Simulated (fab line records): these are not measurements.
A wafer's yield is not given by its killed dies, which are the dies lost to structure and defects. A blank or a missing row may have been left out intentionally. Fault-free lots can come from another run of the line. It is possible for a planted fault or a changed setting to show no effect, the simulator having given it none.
A struck lot beside a sound one | flow nandHarc | 21 steps out of a route of 1159
Sound: wafers L904.1, L904.3, L904.5. Struck: wafers L906.2, L906.5 (left out: L906.4, a lot-mate that was not struck); the cause follows at the end.
For every step that has rows: the tool of each side, followed by ch and its chambers, followed by its first start. Under that, the readings that differ: sound wafers | struck wafers | difference of the means | sigmas: that difference in standard deviations of wafers without a fault.
alike: a reading whose means differ by less than 2 such deviations, as well as words and numbers matching on both sides. not compared: withheld readings; readings where some wafer has no value; bounds like >300 that might hide an equal value; numbers whose values overlap and for which the record gives no deviation.
Wherever a step has rows on one side only, a row that says differs or no value, or a row with sigmas, the two part there. When numbers do not overlap yet have no deviation, they are printed without sigmas and do not part them. Lack of a reading on every wafer of one side parts them only where that side has two or more wafers.

NHARC_P_CONTACT_CMP_24: polishes, t overpolish 30 s, target thk 200 nm.
  sound on cmp-01 ch 1,3, day 6 12:27; struck on cmp-03 ch 0,3, day 7 05:22
  alike: edgeZonePressureFrac, motorCurrentA, overpolishRunS, timeToEndpointS
then, 1 step without rows for these wafers: NHARC_P_CONTACT_SRD_26.
NHARC_P_CONTACT_INSPECT_27:
  struck on defectInspect-01, day 7 05:44; sound on defectInspect-02, day 6 12:51
  alike: rawDefectCount
then, 8 steps without rows for these wafers: NHARC_P_M0_DEP_00 (deposits SiOC, target thk 150 nm); NHARC_P_M0_DEHYDRATE_01 (time 120 s); NHARC_P_M0_HMDS_02 (time 30 s); NHARC_P_M0_COAT_33 (time 65 s); NHARC_P_M0_COAT_03 (resist thk 90 nm); NHARC_P_M0_SOFTBAKE_04 (time 55 s); NHARC_P_M0_EBR_05; NHARC_P_M0_EXPOSE_06 (exposes mask P M0, target cd 90 nm).
NHARC_P_M0_PEB_07: peb time 65 s.
  sound on lithoTrack-01 ch 0, day 6 13:40; struck on lithoTrack-01 ch 0, day 7 06:34
reading               | sound             | struck      | difference | sigmas
heaterPowerTotalW (W) | 156.4 156.4 157.0 | 183.0 182.9 | +26.3      | +59
then, 1 step without rows for these wafers: NHARC_P_M0_DEVELOP_08 (develop time 35 s).
NHARC_P_M0_CD_MEAS_09: target cd 90 nm.
  sound on cdSem-03 ch 0, day 6 13:45; struck on cdSem-02 ch 0, day 7 06:38
reading   | sound          | struck    | difference | sigmas
cdNm (nm) | 90.4 90.4 90.4 | 78.7 79.9 | -11.1      | -20
NHARC_P_M0_OVL_MEAS_10: pitch 180 nm.
  struck on overlay-02, day 7 06:43; sound on overlay-01, day 6 13:50
  alike: overlayXNm, overlayYNm
NHARC_P_M0_INSPECT_11:
  struck on defectInspect-01, day 7 06:46; sound on defectInspect-02, day 6 13:52
  alike: rawDefectCount
NHARC_P_M0_DESCUM_14: chemistry O2, time 3 s.
  sound on rieDiel-09 ch 2,3, day 6 13:56; struck on rieDiel-09 ch 1,3, day 7 06:49
reading              | sound             | struck      | difference | sigmas
model.P_M0.cdNm (nm) | 89.96 90.57 90.73 | 79.72 79.67 | -10.73     | 
  alike: drypumpMotorCurrentA, mfcArSccm, oesProductAu, rfVppV, showerheadPlenumPTorr, throttleValvePct
  not compared: rfHoursCounterH
NHARC_P_M0_ETCH_34: etches the open film in N2/H2, target depth 40 nm, overetch 12 nm, time 43.94 s.
  sound on rieDiel-09 ch 0,3, day 6 14:01; struck on rieDiel-09 ch 2, day 7 06:55
reading                      | sound             | struck      | difference | sigmas
oesProductAu (a.u.)          | 1.031 0.998 1.031 | 0.986 0.986 | -0.034     | -2
showerheadPlenumPTorr (Torr) | 2.20 2.20 2.20    | 1.98 1.98   | -0.22      | -2
  alike: drypumpMotorCurrentA, mfcArSccm, rfVppV, throttleValvePct
  not compared: rfHoursCounterH
NHARC_P_M0_ETCH_15: etches the open film in C4F8/Ar, target depth 150 nm, overetch 15 nm, time 82.5 s.
  sound: rieDiel-09 ch 1,2,3; struck: rieDiel-09 ch 0,2
reading              | sound            | struck     | difference | sigmas
model.P_M0.cdNm (nm) | 90.7 90.51 91.66 | 79.61 79.6 | -11.35     | 
  alike: oesProductAu, rfVppV
  not compared: rfHoursCounterH
NHARC_P_M0_CD_MEAS_16:
  struck on cdSem-02, day 7 07:07; sound on cdSem-01, day 6 14:14
reading   | sound          | struck    | difference | sigmas
cdNm (nm) | 90.8 90.3 91.3 | 79.5 79.5 | -11.3      | -14
-- record jumps: 14 days between struck wafers' starts before vs after; left off in module P_M0, resumes in module END, first step shown is number 1159 of the route --
NHARC_END_SORT_01:
  here the record holds rows for the struck wafers (prober-01 ch 0, day 21 08:43) but none for the sound ones

## WHERE THEY PART
At NHARC_P_M0_PEB_07 first; at NHARC_END_SORT_01 last (within this record only).

WHY: the cause the simulator had injected
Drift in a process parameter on lithoTrack-01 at NHARC_P_M0_PEB_07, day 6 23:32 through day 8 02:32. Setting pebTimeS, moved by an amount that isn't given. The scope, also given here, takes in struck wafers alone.
